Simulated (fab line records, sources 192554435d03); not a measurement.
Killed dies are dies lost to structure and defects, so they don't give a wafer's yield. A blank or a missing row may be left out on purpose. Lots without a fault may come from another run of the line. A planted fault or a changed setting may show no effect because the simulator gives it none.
fab line records | flow n5_finfet
record lots=5 wafers=15 last_day=17
route steps=1938 shown BEOL_M1@805
lots that met no fault: from a run of the same line without faults
start_h: hours from the record's first day to the start of the lot's first wafer shown | wait_h: hours since the lot's step before | " the same as in the row above | L1.1+2: a row that stands for several wafers | - no value, or no start given | * or withheld: withheld | < > ~ a bound
route shown NAME@n: a module of which the file shows steps, and the number in the route of the first | usual: mean/standard deviation of fault-free wafers | same: alike in all rows | chamber/n: place in a boat | sites: the reading at each site | _std_site: their standard deviation | _edge_site: outer sites' mean less inner sites' | radius_mm: how far each site lies from the wafer's centre | mask NAME#n: copy n | behind: the tool/chamber that last shaped the wafer | hold: why the lot was held/for how many hours/how that ended | device: the transistor (n, p or np) that didn't switch | end of line: the same wafers' tests at the end of the route | a step without rows: its recipe alone | killed: dies lost to structure and defects at the first sort, not the wafer's yield | map: a wafer's dies, x killed, . not, _ none there
set.NAME: the setting as run; set.NAME@STEP: as run at that earlier step | model.NAME: the simulator's own value behind a step, which no gauge read
lots at some steps of the route; a table a step, a row a wafer
services: from which hour (start_h, from the record's first day; less than 0 if before it) a tool's chamber was out of use, for how many hours, and why
## steps
# step N5_BEOL_M1_SRD_40
# recipe time_s=30 temp_c=23 rinse_liquid=diw dry=ipa_marangoni
# columns lot.wafer tool chamber start_h wait_h
L077.1+3+4 wet_bench-05 3,4,5 153.59 0.0
L081.2+3+6 wet_bench-03 5,1,7 175.88 0.0
L086.2+3+4 wet_bench-03 1,4,6 207.73 0.0
L087.2+4+5 wet_bench-03 3,7,0 230.84 0.0
L095.1+2+4 wet_bench-03 7,6,3 245.89 0.0
# step N5_BEOL_M1_PRECLEAN_42
# recipe chemistry=residue_remover time_s=60 temp_c=40
# columns lot.wafer tool chamber start_h wait_h
L077.1+3+4 wet_bench-05 3,4,5 153.61 0.0
L081.2+3+6 wet_bench-03 5,1,7 175.90 0.0
L086.2+3+4 wet_bench-03 1,4,6 207.75 0.0
L087.2+4+5 wet_bench-03 3,7,0 230.86 0.0
L095.1+2+4 wet_bench-03 7,6,3 245.91 0.0
# step N5_BEOL_M1_SRD_43
# recipe time_s=30 temp_c=23 rinse_liquid=diw dry=ipa_marangoni
# columns lot.wafer tool chamber start_h wait_h
L077.1+3+4 wet_bench-05 3,4,5 153.63 0.0
L081.2+3+6 wet_bench-03 5,1,7 175.92 0.0
L086.2+3+4 wet_bench-03 1,4,6 207.77 0.0
L087.2+4+5 wet_bench-03 3,7,0 230.87 0.0
L095.1+2+4 wet_bench-03 7,6,3 245.92 0.0
# step N5_BEOL_M1_CD_MEAS_35
# recipe target_cd_nm=18 target_cd_y_nm=21 polarity=opening
# usual cd_nm=18.0/0.32
# columns lot.wafer tool chamber start_h wait_h cd_nm
L077.1 cd_sem-03 - 153.67 0.0 17.9
L077.3 " - " " 18.6
L077.4 " - " " 18.0
L081.2 cd_sem-01 - 175.96 0.0 18.1
L081.3 " - " " 17.8
L081.6 " - " " 17.7
L086.2 cd_sem-03 - 207.81 0.0 17.7
L086.3 " - " " 18.4
L086.4 " - " " 18.1
L087.2 cd_sem-01 - 230.92 0.0 18.5
L087.4 " - " " 17.6
L087.5 " - " " 18.0
L095.1 cd_sem-03 - 245.96 0.0 18.1
L095.2 " - " " 18.1
L095.4 " - " " 18.1
# step N5_BEOL_M1_DEGAS_44
# recipe ambient=vacuum temp_c=250 time_s=60
# usual heater_power_w=325/30
# columns lot.wafer tool chamber start_h wait_h heater_power_w
L077.1 pvd_sputter-03 - 153.86 0.2 340
L077.3 " - " " 367
L077.4 " - " " 304
L081.2 pvd_sputter-02 - 176.00 0.0 314
L081.3 " - " " 366
L081.6 " - " " 372
L086.2 pvd_sputter-02 - 208.01 0.2 384
L086.3 " - " " 284
L086.4 " - " " 310
L087.2 pvd_sputter-03 - 231.15 0.2 303
L087.4 " - " " 319
L087.5 " - " " 342
L095.1 pvd_sputter-03 - 246.44 0.5 304
L095.2 " - " " 319
L095.4 " - " " 374
# step N5_BEOL_M1_PRE_CLEAN_45
# recipe gas=H2/He time_s=30 temp_c=250
# usual heater_power_w=325/28
# columns lot.wafer tool chamber start_h wait_h heater_power_w
L077.1 pvd_sputter-03 - 153.90 0.0 339
L077.3 " - " " 366
L077.4 " - " " 297
L081.2 pvd_sputter-02 - 176.04 0.0 318
L081.3 " - " " 372
L081.6 " - " " 363
L086.2 pvd_sputter-02 - 208.05 0.0 373
L086.3 " - " " 281
L086.4 " - " " 319
L087.2 pvd_sputter-03 - 231.19 0.0 299
L087.4 " - " " 318
L087.5 " - " " 342
L095.1 pvd_sputter-03 - 246.48 0.0 312
L095.2 " - " " 328
L095.4 " - " " 364
# step N5_BEOL_M1_ALD_84
# recipe material=TaN target_thk_a=* temp_c=275 ald_precursor_family=PDMAT ald_co_reactant=NH3 pressure_torr=3 carrier_flow_sccm=1500 pulse_time_s=2 purge_time_s=3 co_reactant_purge_time_s=2 co_reactant_pulse_time_s=3 ald_cycles=30 precursor_vessel_temp_c=75 precursor_vessel_pressure_torr=26.25 precursor_vessel_carrier_sccm=1000
# usual chamber_pressure_Torr=3.000/0.0065 heater_power_w=433/26 precursor_vessel_pressure_torr=26.25/0.054
# same purge_time_s=3
# columns lot.wafer tool chamber start_h wait_h chamber_pressure_Torr heater_power_w precursor_vessel_pressure_torr
L077.1 ald_metal-01 3 153.96 0.0 2.999 438 26.22
L077.3 " 0 " " 2.999 464 26.32
L077.4 " 2 " " 2.995 425 26.35
L081.2 ald_metal-01 0 176.16 0.1 2.998 456 26.23
L081.3 " 2 " " 3.005 428 26.21
L081.6 " 3 " " 3.010 428 26.30
L086.2 ald_metal-03 2 208.11 0.0 2.997 446 26.19
L086.3 " 0 " " 2.997 413 26.30
L086.4 " 1 " " 3.000 400 26.30
L087.2 ald_metal-02 1 231.25 0.0 2.996 447 26.26
L087.4 " 3 " " 3.001 440 26.32
L087.5 " 1 " " 2.996 441 26.23
L095.1 ald_metal-02 1 246.54 0.0 2.998 439 26.22
L095.2 " 0 " " 2.992 418 26.12
L095.4 " 2 " " 3.006 459 26.31
# step N5_BEOL_M1_SURFACE_TREAT_85
# recipe gas=Ar time_s=* ion_energy_ev=* ion_current_ma_cm2=0.5 pressure_mtorr=* ar_flow_sccm=30
# usual throttle_valve_pct=*
# columns lot.wafer tool chamber start_h wait_h throttle_valve_pct
L077.1 pvd_sputter-03 - 154.24 0.2 *
L077.3 " - " " *
L077.4 " - " " *
L081.2 pvd_sputter-02 - 176.39 0.1 *
L081.3 " - " " *
L081.6 " - " " *
L086.2 pvd_sputter-02 - 208.34 0.1 *
L086.3 " - " " *
L086.4 " - " " *
L087.2 pvd_sputter-01 - 231.48 0.1 *
L087.4 " - " " *
L087.5 " - " " *
L095.1 pvd_sputter-01 - 246.89 0.2 *
L095.2 " - " " *
L095.4 " - " " *
# step N5_BEOL_M1_CVD_47
# recipe material=Co target_thk_a=30 temp_c=withheld precursor=CCTBA/H2 pressure_torr=30 time_s=223.8
# usual chamber_pressure_Torr=30.01/0.072
# columns lot.wafer tool chamber start_h wait_h chamber_pressure_Torr
L077.1 cvd_co-01 1 154.30 0.0 29.96
L077.3 " 0 " " 30.09
L077.4 " 2 " " 29.99
L081.2 cvd_co-02 2 176.68 0.3 29.98
L081.3 " 1 " " 29.95
L081.6 " 1 " " 30.06
L086.2 cvd_co-02 0 208.45 0.1 30.11
L086.3 " 1 " " 29.96
L086.4 " 2 " " 30.04
L087.2 cvd_co-02 1 231.57 0.1 30.03
L087.4 " 0 " " 29.91
L087.5 " 1 " " 29.97
L095.1 cvd_co-02 0 246.95 0.0 30.10
L095.2 " 1 " " 29.87
L095.4 " 0 " " 30.07
# step N5_BEOL_M1_SPUTTER_48
# recipe material=Cu target_thk_a=45 temp_c=-20 chamber_pressure_pa=0.07 power_w=withheld time_s=8.29
# usual chuck_gas_flow_sccm=1.26/0.048 throttle_valve_pct=30.1/0.73
# columns lot.wafer tool chamber start_h wait_h chuck_gas_flow_sccm throttle_valve_pct
L077.1 pvd_sputter-02 - 154.58 0.2 1.29 30.2
L077.3 " - " " 1.18 30.2
L077.4 " - " " 1.25 30.4
L081.2 pvd_sputter-02 - 178.35 1.6 1.29 30.3
L081.3 " - " " 1.29 30.1
L081.6 " - " " 1.31 29.6
L086.2 pvd_sputter-02 - 208.63 0.1 1.30 30.7
L086.3 " - " " 1.36 30.0
L086.4 " - " " 1.27 29.6
L087.2 pvd_sputter-02 - 232.27 0.6 1.26 30.5
L087.4 " - " " 1.27 29.8
L087.5 " - " " 1.36 29.9
L095.1 pvd_sputter-01 - 247.17 0.2 1.30 30.4
L095.2 " - " " 1.21 28.8
L095.4 " - " " 1.28 30.8
# step N5_BEOL_M1_ANNEAL_49
# recipe temp_c=400 time_s=240 ambient=vacuum
# usual heater_power_w=799/67
# columns lot.wafer tool chamber start_h wait_h heater_power_w
L077.1 pvd_sputter-02 - 154.66 0.0 907
L077.3 " - " " 761
L077.4 " - " " 754
L081.2 pvd_sputter-02 - 178.43 0.0 739
L081.3 " - " " 910
L081.6 " - " " 722
L086.2 pvd_sputter-02 - 208.71 0.0 773
L086.3 " - " " 919
L086.4 " - " " 787
L087.2 pvd_sputter-02 - 232.35 0.0 767
L087.4 " - " " 940
L087.5 " - " " 719
L095.1 pvd_sputter-01 - 247.25 0.0 828
L095.2 " - " " 760
L095.4 " - " " 874
# step N5_BEOL_M1_SPUTTER_79
# recipe material=Cu target_thk_a=45 temp_c=-20 chamber_pressure_pa=0.07 power_w=withheld time_s=8.29
# usual chuck_gas_flow_sccm=1.26/0.052 throttle_valve_pct=30.1/0.71
# columns lot.wafer tool chamber start_h wait_h chuck_gas_flow_sccm throttle_valve_pct
L077.1 pvd_sputter-02 - 154.80 0.1 1.27 30.1
L077.3 " - " " 1.28 30.2
L077.4 " - " " 1.31 30.3
L081.2 pvd_sputter-02 - 178.57 0.1 1.31 30.6
L081.3 " - " " 1.29 30.0
L081.6 " - " " 1.16 29.7
L086.2 pvd_sputter-02 - 208.85 0.1 1.30 30.3
L086.3 " - " " 1.24 30.3
L086.4 " - " " 1.17 29.7
L087.2 pvd_sputter-02 - 232.49 0.1 1.23 30.4
L087.4 " - " " 1.28 30.0
L087.5 " - " " 1.23 29.6
L095.1 pvd_sputter-01 - 247.39 0.1 1.20 30.5
L095.2 " - " " 1.31 28.9
L095.4 " - " " 1.33 31.0
# step N5_BEOL_M1_ANNEAL_80
# recipe temp_c=400 time_s=240 ambient=vacuum
# usual heater_power_w=799/65
# columns lot.wafer tool chamber start_h wait_h heater_power_w
L077.1 pvd_sputter-02 - 154.88 0.0 924
L077.3 " - " " 772
L077.4 " - " " 768
L081.2 pvd_sputter-02 - 178.65 0.0 764
L081.3 " - " " 933
L081.6 " - " " 713
L086.2 pvd_sputter-02 - 208.93 0.0 757
L086.3 " - " " 949
L086.4 " - " " 800
L087.2 pvd_sputter-02 - 232.57 0.0 786
L087.4 " - " " 926
L087.5 " - " " 713
L095.1 pvd_sputter-01 - 247.47 0.0 823
L095.2 " - " " 748
L095.4 " - " " 840
# step N5_BEOL_M1_SPUTTER_81
# recipe material=Cu target_thk_a=45 temp_c=-20 chamber_pressure_pa=0.07 power_w=withheld time_s=8.29
# usual chuck_gas_flow_sccm=1.26/0.052 throttle_valve_pct=30.1/0.74
# columns lot.wafer tool chamber start_h wait_h chuck_gas_flow_sccm throttle_valve_pct
L077.1 pvd_sputter-02 - 155.02 0.1 1.28 29.9
L077.3 " - " " 1.26 30.5
L077.4 " - " " 1.27 30.6
L081.2 pvd_sputter-02 - 178.79 0.1 1.30 30.4
L081.3 " - " " 1.31 30.0
L081.6 " - " " 1.36 29.8
L086.2 pvd_sputter-02 - 209.07 0.1 1.29 30.4
L086.3 " - " " 1.21 29.7
L086.4 " - " " 1.27 29.3
L087.2 pvd_sputter-02 - 232.71 0.1 1.20 30.3
L087.4 " - " " 1.29 30.0
L087.5 " - " " 1.35 29.8
L095.1 pvd_sputter-01 - 247.61 0.1 1.23 30.4
L095.2 " - " " 1.19 28.8
L095.4 " - " " 1.33 30.9
# step N5_BEOL_M1_ANNEAL_82
# recipe temp_c=400 time_s=240 ambient=vacuum
# usual heater_power_w=799/66
# columns lot.wafer tool chamber start_h wait_h heater_power_w
L077.1 pvd_sputter-02 - 155.10 0.0 899
L077.3 " - " " 780
L077.4 " - " " 763
L081.2 pvd_sputter-02 - 178.87 0.0 759
L081.3 " - " " 929
L081.6 " - " " 706
L086.2 pvd_sputter-02 - 209.15 0.0 765
L086.3 " - " " 919
L086.4 " - " " 797
L087.2 pvd_sputter-02 - 232.79 0.0 775
L087.4 " - " " 953
L087.5 " - " " 722
L095.1 pvd_sputter-01 - 247.69 0.0 803
L095.2 " - " " 731
L095.4 " - " " 865
# step N5_BEOL_M1_SPUTTER_86
# recipe material=Cu target_thk_a=45 temp_c=-20 chamber_pressure_pa=0.07 power_w=withheld time_s=8.29
# usual chuck_gas_flow_sccm=1.27/0.049 throttle_valve_pct=30.0/0.72
# columns lot.wafer tool chamber start_h wait_h chuck_gas_flow_sccm throttle_valve_pct
L077.1 pvd_sputter-02 - 155.24 0.1 1.24 30.1
L077.3 " - " " 1.29 30.7
L077.4 " - " " 1.29 30.3
L081.2 pvd_sputter-02 - 179.01 0.1 1.29 30.2
L081.3 " - " " 1.28 30.1
L081.6 " - " " 1.27 29.6
L086.2 pvd_sputter-02 - 209.29 0.1 1.29 30.5
L086.3 " - " " 1.30 29.9
L086.4 " - " " 1.22 29.8
L087.2 pvd_sputter-02 - 232.93 0.1 1.21 30.3
L087.4 " - " " 1.28 29.8
L087.5 " - " " 1.27 29.5
L095.1 pvd_sputter-01 - 247.83 0.1 1.26 30.4
L095.2 " - " " 1.26 29.1
L095.4 " - " " 1.26 31.0
# step N5_BEOL_M1_ANNEAL_87
# recipe temp_c=400 time_s=240 ambient=vacuum
# usual heater_power_w=799/66
# columns lot.wafer tool chamber start_h wait_h heater_power_w
L077.1 pvd_sputter-02 - 155.32 0.0 909
L077.3 " - " " 730
L077.4 " - " " 766
L081.2 pvd_sputter-02 - 179.09 0.0 771
L081.3 " - " " 954
L081.6 " - " " 716
L086.2 pvd_sputter-02 - 209.37 0.0 765
L086.3 " - " " 946
L086.4 " - " " 788
L087.2 pvd_sputter-02 - 233.01 0.0 753
L087.4 " - " " 920
L087.5 " - " " 693
L095.1 pvd_sputter-01 - 247.91 0.0 792
L095.2 " - " " 757
L095.4 " - " " 866
# step N5_BEOL_M1_SPUTTER_88
# recipe material=Cu target_thk_a=45 temp_c=-20 chamber_pressure_pa=0.07 power_w=withheld time_s=8.29
# usual chuck_gas_flow_sccm=1.26/0.045 throttle_valve_pct=30.1/0.73
# columns lot.wafer tool chamber start_h wait_h chuck_gas_flow_sccm throttle_valve_pct
L077.1 pvd_sputter-02 - 155.46 0.1 1.25 29.9
L077.3 " - " " 1.21 30.5
L077.4 " - " " 1.26 30.4
L081.2 pvd_sputter-02 - 179.23 0.1 1.24 30.5
L081.3 " - " " 1.28 29.9
L081.6 " - " " 1.21 29.6
L086.2 pvd_sputter-02 - 209.51 0.1 1.31 30.6
L086.3 " - " " 1.19 30.1
L086.4 " - " " 1.24 29.6
L087.2 pvd_sputter-02 - 233.15 0.1 1.35 30.6
L087.4 " - " " 1.20 30.0
L087.5 " - " " 1.22 29.7
L095.1 pvd_sputter-01 - 248.05 0.1 1.26 30.5
L095.2 " - " " 1.36 28.9
L095.4 " - " " 1.31 30.8
# step N5_BEOL_M1_ANNEAL_89
# recipe temp_c=400 time_s=240 ambient=vacuum
# usual heater_power_w=800/68
# columns lot.wafer tool chamber start_h wait_h heater_power_w
L077.1 pvd_sputter-02 - 155.54 0.0 961
L077.3 " - " " 791
L077.4 " - " " 788
L081.2 pvd_sputter-02 - 179.31 0.0 780
L081.3 " - " " 938
L081.6 " - " " 713
L086.2 pvd_sputter-02 - 209.59 0.0 762
L086.3 " - " " 912
L086.4 " - " " 795
L087.2 pvd_sputter-02 - 233.23 0.0 757
L087.4 " - " " 938
L087.5 " - " " 707
L095.1 pvd_sputter-01 - 248.13 0.0 813
L095.2 " - " " 736
L095.4 " - " " 854
# step N5_BEOL_M1_SPUTTER_90
# recipe material=Cu target_thk_a=45 temp_c=-20 chamber_pressure_pa=0.07 power_w=withheld time_s=8.29
# usual chuck_gas_flow_sccm=1.26/0.051 throttle_valve_pct=30.1/0.73
# columns lot.wafer tool chamber start_h wait_h chuck_gas_flow_sccm throttle_valve_pct
L077.1 pvd_sputter-02 - 155.68 0.1 1.22 30.1
L077.3 " - " " 1.20 30.1
L077.4 " - " " 1.24 30.6
L081.2 pvd_sputter-02 - 179.45 0.1 1.32 30.1
L081.3 " - " " 1.35 30.1
L081.6 " - " " 1.25 29.6
L086.2 pvd_sputter-02 - 209.73 0.1 1.20 30.4
L086.3 " - " " 1.29 29.9
L086.4 " - " " 1.20 29.9
L087.2 pvd_sputter-02 - 233.37 0.1 1.17 30.4
L087.4 " - " " 1.25 29.8
L087.5 " - " " 1.27 29.9
L095.1 pvd_sputter-01 - 248.27 0.1 1.22 30.6
L095.2 " - " " 1.27 28.9
L095.4 " - " " 1.25 30.9
# step N5_BEOL_M1_ANNEAL_91
# recipe temp_c=400 time_s=240 ambient=vacuum
# usual heater_power_w=799/68
# columns lot.wafer tool chamber start_h wait_h heater_power_w
L077.1 pvd_sputter-02 - 155.76 0.0 918
L077.3 " - " " 783
L077.4 " - " " 767
L081.2 pvd_sputter-02 - 179.53 0.0 768
L081.3 " - " " 932
L081.6 " - " " 712
L086.2 pvd_sputter-02 - 209.81 0.0 751
L086.3 " - " " 933
L086.4 " - " " 778
L087.2 pvd_sputter-02 - 233.45 0.0 759
L087.4 " - " " 932
L087.5 " - " " 722
L095.1 pvd_sputter-01 - 248.35 0.0 808
L095.2 " - " " 729
L095.4 " - " " 837
# step N5_BEOL_M1_SPUTTER_92
# recipe material=Cu target_thk_a=45 temp_c=-20 chamber_pressure_pa=0.07 power_w=withheld time_s=8.29
# usual chuck_gas_flow_sccm=1.27/0.051 throttle_valve_pct=30.1/0.74
# columns lot.wafer tool chamber start_h wait_h chuck_gas_flow_sccm throttle_valve_pct
L077.1 pvd_sputter-02 - 155.90 0.1 1.28 30.0
L077.3 " - " " 1.33 30.5
L077.4 " - " " 1.29 30.4
L081.2 pvd_sputter-02 - 179.67 0.1 1.21 30.5
L081.3 " - " " 1.33 30.0
L081.6 " - " " 1.37 29.8
L086.2 pvd_sputter-02 - 209.95 0.1 1.36 30.6
L086.3 " - " " 1.26 29.9
L086.4 " - " " 1.27 29.7
L087.2 pvd_sputter-02 - 233.59 0.1 1.17 30.6
L087.4 " - " " 1.30 30.1
L087.5 " - " " 1.25 29.8
L095.1 pvd_sputter-01 - 248.49 0.1 1.18 30.4
L095.2 " - " " 1.24 29.0
L095.4 " - " " 1.18 30.9
# step N5_BEOL_M1_ANNEAL_93
# recipe temp_c=400 time_s=240 ambient=vacuum
# usual heater_power_w=800/67
# columns lot.wafer tool chamber start_h wait_h heater_power_w
L077.1 pvd_sputter-02 - 155.98 0.0 911
L077.3 " - " " 760
L077.4 " - " " 781
L081.2 pvd_sputter-02 - 179.75 0.0 765
L081.3 " - " " 934
L081.6 " - " " 705
L086.2 pvd_sputter-02 - 210.03 0.0 761
L086.3 " - " " 909
L086.4 " - " " 766
L087.2 pvd_sputter-02 - 233.67 0.0 759
L087.4 " - " " 943
L087.5 " - " " 715
L095.1 pvd_sputter-01 - 248.57 0.0 840
L095.2 " - " " 756
L095.4 " - " " 838
# step N5_BEOL_M1_SPUTTER_94
# recipe material=Cu target_thk_a=45 temp_c=-20 chamber_pressure_pa=0.07 power_w=withheld time_s=8.29
# usual chuck_gas_flow_sccm=1.26/0.059 throttle_valve_pct=30.1/0.72
# columns lot.wafer tool chamber start_h wait_h chuck_gas_flow_sccm throttle_valve_pct
L077.1 pvd_sputter-02 - 156.12 0.1 1.35 30.1
L077.3 " - " " 1.26 30.4
L077.4 " - " " 1.40 30.2
L081.2 pvd_sputter-02 - 179.89 0.1 1.24 30.2
L081.3 " - " " 1.32 30.3
L081.6 " - " " 1.12 29.8
L086.2 pvd_sputter-02 - 210.17 0.1 1.26 30.7
L086.3 " - " " 1.18 30.5
L086.4 " - " " 1.30 29.6
L087.2 pvd_sputter-02 - 233.81 0.1 1.23 30.5
L087.4 " - " " 1.16 30.1
L087.5 " - " " 1.29 29.8
L095.1 pvd_sputter-01 - 248.71 0.1 1.29 30.6
L095.2 " - " " 1.23 29.2
L095.4 " - " " 1.25 31.0
# step N5_BEOL_M1_ANNEAL_95
# recipe temp_c=400 time_s=240 ambient=vacuum
# usual heater_power_w=798/66
# columns lot.wafer tool chamber start_h wait_h heater_power_w
L077.1 pvd_sputter-02 - 156.20 0.0 945
L077.3 " - " " 776
L077.4 " - " " 769
L081.2 pvd_sputter-02 - 179.97 0.0 760
L081.3 " - " " 917
L081.6 " - " " 698
L086.2 pvd_sputter-02 - 210.25 0.0 779
L086.3 " - " " 938
L086.4 " - " " 773
L087.2 pvd_sputter-02 - 233.89 0.0 796
L087.4 " - " " 920
L087.5 " - " " 706
L095.1 pvd_sputter-01 - 248.79 0.0 802
L095.2 " - " " 770
L095.4 " - " " 850
# step N5_BEOL_M1_SPUTTER_96
# recipe material=Cu target_thk_a=45 temp_c=-20 chamber_pressure_pa=0.07 power_w=withheld time_s=8.29
# usual chuck_gas_flow_sccm=1.26/0.048 throttle_valve_pct=30.1/0.72
# columns lot.wafer tool chamber start_h wait_h chuck_gas_flow_sccm throttle_valve_pct
L077.1 pvd_sputter-02 - 156.34 0.1 1.20 30.1
L077.3 " - " " 1.23 30.5
L077.4 " - " " 1.27 30.6
L081.2 pvd_sputter-02 - 180.11 0.1 1.27 30.5
L081.3 " - " " 1.28 29.9
L081.6 " - " " 1.28 29.6
L086.2 pvd_sputter-02 - 210.39 0.1 1.25 30.6
L086.3 " - " " 1.28 29.8
L086.4 " - " " 1.28 29.9
L087.2 pvd_sputter-02 - 234.03 0.1 1.25 30.7
L087.4 " - " " 1.19 29.7
L087.5 " - " " 1.25 29.5
L095.1 pvd_sputter-01 - 248.93 0.1 1.27 30.6
L095.2 " - " " 1.25 29.2
L095.4 " - " " 1.34 31.1
# step N5_BEOL_M1_ECD_50
# recipe material=Cu target_thk_a=3000
# columns lot.wafer tool chamber start_h wait_h
L077.1+3+4 ecd_cu-02 1,0,1 156.45 0.1
L081.2+3+6 ecd_cu-02 1,0,1 180.24 0.1
L086.2+3+4 ecd_cu-02 1,0,1 210.51 0.1
L087.2+4+5 ecd_cu-02 0,0,1 234.14 0.1
L095.1+2+4 ecd_cu-02 0,1,1 249.05 0.1
# step N5_BEOL_M1_ANNEAL_51
# recipe temp_c=225 time_s=90 ambient=N2
# usual anneal_temp_c=225.00/0.19 wafer_temp_C_max=225.9/0.31
# columns lot.wafer tool chamber start_h wait_h anneal_temp_c wafer_temp_C_max
L077.1 rtp_anneal-02 0 159.36 2.9 225.05 226.0
L077.3 " 0 " " 224.95 225.7
L077.4 " 0 " " 225.05 225.7
L081.2 rtp_anneal-02 0 180.38 0.1 225.00 225.8
L081.3 " 0 " " 224.94 226.0
L081.6 " 0 " " 225.00 225.8
L086.2 rtp_anneal-02 0 210.63 0.1 224.86 226.4
L086.3 " 0 " " 224.78 226.0
L086.4 " 0 " " 224.54 225.7
L087.2 rtp_anneal-02 0 234.43 0.3 225.64 226.1
L087.4 " 0 " " 225.26 226.0
L087.5 " 0 " " 225.22 226.2
L095.1 rtp_anneal-01 0 250.23 1.2 225.06 225.5
L095.2 " 0 " " 225.24 225.5
L095.4 " 0 " " 224.95 225.7
# step N5_BEOL_M1_CMP_52
# recipe stop_on=SiOC t_overpolish_s=6.8 down_force_psi=1 platen_rpm=50 clearing_platen_down_force_psi=1.5 clearing_platen_rpm=50 post_cmp_clean=cu_alkaline target_thk_nm=40 clearing_platen_pad_velocity_m_s=0.99484 pad_velocity_m_s=0.99484
# usual barrier_field_endpoint_s=24.6/0.68 edge_zone_pressure_frac=0.999/0.0049 motor_current_A=6.0/0.73 overpolish_run_s=6.800/0.0085 platen_rpm=50.00/0.041 retaining_ring_pressure_frac=1.000/0.0052 slurry_filter_dp_kPa=13.49/0.15 time_to_endpoint_s=62/3.8
# columns lot.wafer tool chamber start_h wait_h barrier_field_endpoint_s edge_zone_pressure_frac motor_current_A overpolish_run_s platen_rpm retaining_ring_pressure_frac slurry_filter_dp_kPa time_to_endpoint_s
L077.1 cmp-01 0 159.70 0.3 24.2 0.997 5.5 6.802 50.02 1.001 13.31 58
L077.4 " 1 " " 24.6 1.006 5.0 6.811 50.01 1.001 13.49 63
L077.3 " 2 " " 24.4 0.998 6.8 6.808 50.02 1.000 13.34 59
L081.2 cmp-02 3 180.65 0.2 23.5 0.995 5.5 6.803 50.00 0.999 13.58 59
L081.3 " 0 " " 25.1 0.990 6.4 6.802 50.01 0.998 13.23 59
L081.6 " 0 " " 25.0 0.994 6.2 6.807 50.01 0.998 13.25 59
L086.4 cmp-01 2 210.89 0.1 24.4 0.994 6.9 6.803 49.99 0.991 13.46 62
L086.3 " 3 " " 25.2 0.996 6.2 6.806 49.98 0.999 13.72 62
L086.2 " 0 " " 24.4 0.989 5.7 6.796 50.02 0.998 13.70 59
L087.4 cmp-01 0 235.18 0.6 24.3 0.998 5.8 6.800 50.07 0.995 13.69 63
L087.2 " 1 " " 25.0 0.991 5.2 6.806 49.96 0.998 13.32 64
L087.5 " 2 " " 25.0 0.993 6.6 6.811 49.95 0.996 13.15 62
L095.4 cmp-01 0 250.54 0.1 24.8 0.999 5.6 6.801 49.96 0.997 13.43 61
L095.1 " 1 " " 24.7 1.002 5.2 6.807 50.00 1.010 13.58 64
L095.2 " 2 " " 24.4 1.000 6.7 6.809 50.06 0.990 13.63 59
# step N5_BEOL_M1_THK_MEAS_53
# recipe thk_meas_gauge=xrf reads=Cu_of_BEOL_M1_ECD_50
# usual M1_THK=39.1/1.7
# columns lot.wafer tool chamber start_h wait_h M1_THK[nm]
L077.1 film_metro-02 - 159.95 - 39.8
L077.3 " - " " 40.8
L077.4 " - " " 41.7
L081.2 film_metro-01 - 180.95 - 35.4
L081.3 " - " " 36.9
L081.6 " - " " 37.0
L086.2 film_metro-02 - 211.18 - 37.2
L086.3 " - " " 36.9
L086.4 " - " " 37.7
L087.2 film_metro-02 - 235.40 - 37.9
L087.4 " - " " 38.6
L087.5 " - " " 39.8
L095.1 film_metro-01 - 250.83 - 37.7
L095.2 " - " " 38.2
L095.4 " - " " 39.7
# step N5_BEOL_M1_PRE_CLEAN_60
# recipe gas=NH3/H2 time_s=15 temp_c=* rf_power_w=300
# usual heater_power_w=83/9.4
# columns lot.wafer tool chamber start_h wait_h heater_power_w
L077.1 cvd_co-01 2 159.99 0.0 87
L077.3 " 1 " " 87
L077.4 " 0 " " 82
L081.2 cvd_co-01 1 181.08 0.1 87
L081.3 " 0 " " 83
L081.6 " 1 " " 87
L086.2 cvd_co-02 2 211.22 0.0 88
L086.3 " 0 " " 86
L086.4 " 1 " " 64
L087.2 cvd_co-02 1 235.75 0.3 63
L087.4 " 2 " " 87
L087.5 " 0 " " 87
L095.1 cvd_co-02 1 250.87 0.0 62
L095.2 " 0 " " 86
L095.4 " 0 " " 86
# step N5_BEOL_M1_CO_CAP_55
# recipe material=Co target_thk_a=20 temp_c=200 precursor=CCTBA/H2 pressure_torr=30 time_s=102.1
# usual chamber_pressure_Torr=30.01/0.065 heater_power_w=233/12
# columns lot.wafer tool chamber start_h wait_h chamber_pressure_Torr heater_power_w
L077.1 cvd_co-01 2 160.03 0.0 30.03 233
L077.3 " 1 " " 29.96 231
L077.4 " 0 " " 30.04 241
L081.2 cvd_co-01 1 181.12 0.0 30.01 239
L081.3 " 0 " " 30.10 225
L081.6 " 1 " " 29.96 237
L086.2 cvd_co-02 2 211.26 0.0 29.96 239
L086.3 " 0 " " 30.06 237
L086.4 " 1 " " 30.03 210
L087.2 cvd_co-02 1 235.79 0.0 29.94 215
L087.4 " 2 " " 29.97 240
L087.5 " 0 " " 30.05 229
L095.1 cvd_co-02 1 250.91 0.0 30.05 208
L095.2 " 0 " " 29.94 239
L095.4 " 0 " " 29.93 239
# step N5_BEOL_M1_PRE_CLEAN_56
# recipe gas=NH3 time_s=15 temp_c=withheld rf_power_w=300
# columns lot.wafer tool chamber start_h wait_h
L077.1+3+4 pecvd-03 2,0,1 160.12 0.1
L081.2+3+6 pecvd-03 2,1,1 181.21 0.1
L086.2+3+4 pecvd-04 1,2,0 211.35 0.1
L087.2+4+5 pecvd-02 1,1,2 235.88 0.1
L095.1+2+4 pecvd-03 1,2,0 251.00 0.1
## services
# columns tool chamber start_h hours kind
pecvd-03 1 132.31 3.7 repair
pecvd-02 - 149.95 0.2 repair
pecvd-03 2 154.16 5.0 repair
pecvd-02 - 163.60 0.6 repair
pecvd-02 - 181.91 2.8 pm
pecvd-04 0 188.12 5.5 scheduled_down
pecvd-04 2 193.58 2.1 scheduled_down
ald_metal-01 - 195.40 2.1 repair
pecvd-02 2 202.38 - clean
pecvd-02 2 202.38 - consumable_replace:showerhead
pecvd-02 2 202.38 29.0 scheduled_down
pecvd-02 2 202.38 29.0 vent_cycle
cmp-02 - 212.68 4.0 pm
pecvd-03 1 214.97 2.1 scheduled_down
cmp-02 - 216.68 - consumable_replace:conditioner
cmp-02 - 216.68 - consumable_replace:pad
ald_metal-02 3 222.47 1.6 repair
ald_metal-01 - 243.15 0.7 repair
cmp-01 - 244.21 6.1 repair
ald_metal-02 1 248.98 6.2 repair
## key
fault none
